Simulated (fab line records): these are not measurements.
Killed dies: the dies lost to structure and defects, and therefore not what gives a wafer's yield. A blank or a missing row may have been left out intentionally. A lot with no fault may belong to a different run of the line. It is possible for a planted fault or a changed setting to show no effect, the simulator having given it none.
Comparing a struck lot with a sound one / flow n5 finfet / 37 steps out of a route of 1938
Sound: the wafers L555.1, L555.2, L555.3. Wafers L557.1, L557.4, L557.6 were the ones struck. The cause comes at the end.
Each step with rows lists, per side, the tool, then ch with its chambers, then its first start. Under that, the readings that differ: sound wafers / struck wafers / difference of the means / sigmas: that difference in standard deviations of wafers without a fault.
alike: readings with means less than 2 such deviations apart, plus words and numbers identical on both sides. not compared: withheld readings, readings lacking a value on some wafer, bounds such as >300 that could conceal the same value, and numbers that have no deviation in the record and whose values overlap.
A row with sigmas, a row that says differs or no value, or rows on one side alone: a step with any of these is where the two part. Numbers that have no deviation but don't overlap get no sigmas and don't part them. A reading missing from all wafers of one side parts the sides only when that side holds two or more wafers.

first, 9 steps without rows for these wafers: N5_WELL_APT_COAT_19 (resist thk 950 nm); N5_WELL_APT_EBR_21; N5_WELL_APT_SOFTBAKE_20 (time 60 s); N5_WELL_APT_EXPOSE_22 (exposes mask PWELL, defocus 0 nm, target cd 200 nm); N5_WELL_APT_PEB_23 (peb time 90 s); N5_WELL_APT_DEVELOP_24 (develop time 45 s); N5_WELL_APT_HARDBAKE_29 (time 120 s); N5_WELL_APT_DESCUM_30 (chemistry O2, time 7.9 s); N5_WELL_APT_IMPLANT_31.
N5_WELL_APT_IMPLANT_32:
  sound on implanter-01 ch 0, day 2 21:28; struck on implanter-01 ch 0, day 3 09:17
reading=beam energy keV; sound=50.006 49.992 50.000; struck=54.889 54.895 54.892; difference=+4.893; sigmas=+99 or more
reading=model.implant.rp nm (nm); sound=38.15 38.15 38.15; struck=40.32 40.32 40.32; difference=+2.17; sigmas=
reading=model.implant.drp nm (nm); sound=18.55 18.55 18.55; struck=19.86 19.86 19.86; difference=+1.31; sigmas=
  alike: dose ions cm2
then, 25 steps without rows for these wafers: N5_WELL_APT_STRIP_33 (strips in SPM, time 900 s); N5_WELL_APT_RTA_34 (time 10 s); N5_WELL_APT_OXIDE_STRIP_42 (strips SiO2 in dHF, time 45 s, target depth 12 nm); N5_WELL_APT_PRECLEAN_36 (cleans in O3/DIW, time 45 s); N5_WELL_APT_PRECLEAN_39 (cleans in dHF, time 60 s); N5_WELL_APT_SRD_37 (time 30 s); N5_WELL_APT_EPI_41 (deposits Si from SiH4/H2, target thk 50 nm, time 297.7 s); N5_PMOS_HMC_CHANNEL_EPI_HM_DEP_34 (deposits SiO2 from TEOS/O2, target thk 36 nm, time 6.9 s); N5_PMOS_HMC_CHANNEL_EPI_COAT_31 (time 60 s, resist thk 66 nm); N5_PMOS_HMC_CHANNEL_EPI_COAT_03 (resist thk 205 nm); N5_PMOS_HMC_CHANNEL_EPI_EBR_05; N5_PMOS_HMC_CHANNEL_EPI_SOFTBAKE_04 (time 60 s); N5_PMOS_HMC_CHANNEL_EPI_EXPOSE_06 (exposes mask PMOS HMC BLK, target cd 240 nm); N5_PMOS_HMC_CHANNEL_EPI_PEB_07 (peb time 60 s); N5_PMOS_HMC_CHANNEL_EPI_DEVELOP_08 (develop time 30 s); N5_PMOS_HMC_CHANNEL_EPI_DESCUM_14 (chemistry O2, time 7.9 s); N5_PMOS_HMC_CHANNEL_EPI_ETCH_32 (etches BARC in N2/H2, stops on SiO2, target depth 85.8 nm, time 50.3 s); N5_PMOS_HMC_CHANNEL_EPI_HM_OPEN_15 (chemistry CHF3/O2, target SiO2, target depth 40.6 nm, time 20.3 s); N5_PMOS_HMC_CHANNEL_EPI_STRIP_33 (strips in N2/H2); N5_PMOS_HMC_CHANNEL_EPI_STRIP_17 (strips in SPM, time 750 s); N5_PMOS_HMC_CHANNEL_EPI_ETCH_38 (etches SiO2 in CF4, target depth 1.5 nm); N5_PMOS_HMC_CHANNEL_EPI_FIN_RECESS_16 (chemistry HBr/Cl2, target Si, target depth 54 nm, time 18 s); N5_PMOS_HMC_CHANNEL_EPI_PRECLEAN_36 (cleans in O3/DIW, time 45 s); N5_PMOS_HMC_CHANNEL_EPI_PRECLEAN_18 (cleans in DHF, time 30 s); N5_PMOS_HMC_CHANNEL_EPI_SRD_19 (time 30 s).
-- the record jumps here: 7 days lie between the struck wafers' starts before and after (it left off in module PMOS_HMC_CHANNEL_EPI and takes up again in module BEOL_M4, whose first step shown is number 1111 of the route) --
N5_BEOL_M4_RC_MEAS_101:
  sound on prober-02 ch 0, day 8 17:54; struck on prober-02 ch 0, day 10 00:25
reading=CJ_N; sound=4.23 4.22 4.33; struck=4.08 3.98 4.11; difference=-0.20; sigmas=-3
reading=IOFF_N (nA/um); sound=0.17 0.17 0.15; struck=0.24 0.25 0.21; difference=+0.07; sigmas=+2
reading=SS_N (mV/dec); sound=71.4 71.2 71.6; struck=73.0 72.6 72.4; difference=+1.3; sigmas=+2
  alike: DIBL_N, DIBL_P, IOFF_P, ION_N, ION_P, SS_P, VT_N, VT_P
-- here the record skips 4 days between the struck wafers' starts before and after, leaving off in module BEOL_M4 and picking up in module PASSIVATION (first step shown: number 1936 of the route) --
N5_PASSIVATION_PROBE_49:
  sound on prober-01 at day 13 05:07; struck on prober-01 at day 14 03:17
reading=killed at front end; sound=30 19 27; struck=52 52 50; difference=+26; sigmas=+3
  alike: defect limited yield, killed_at_M0_to_M3, killed_at_M4_up, killed at contacts, killed at other, killed dies, killed open, killed short, sort_bin_5_function, sort_bin_6_memory, sort n pass, sort yield pct

WHERE THEY PART
At N5_WELL_APT_IMPLANT_32 first; at N5_PASSIVATION_PROBE_49 last (within this record only).

WHY: the cause the simulator had injected
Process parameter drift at N5_WELL_APT_IMPLANT_32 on implanter-01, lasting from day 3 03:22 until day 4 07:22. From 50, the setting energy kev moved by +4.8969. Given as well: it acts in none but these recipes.
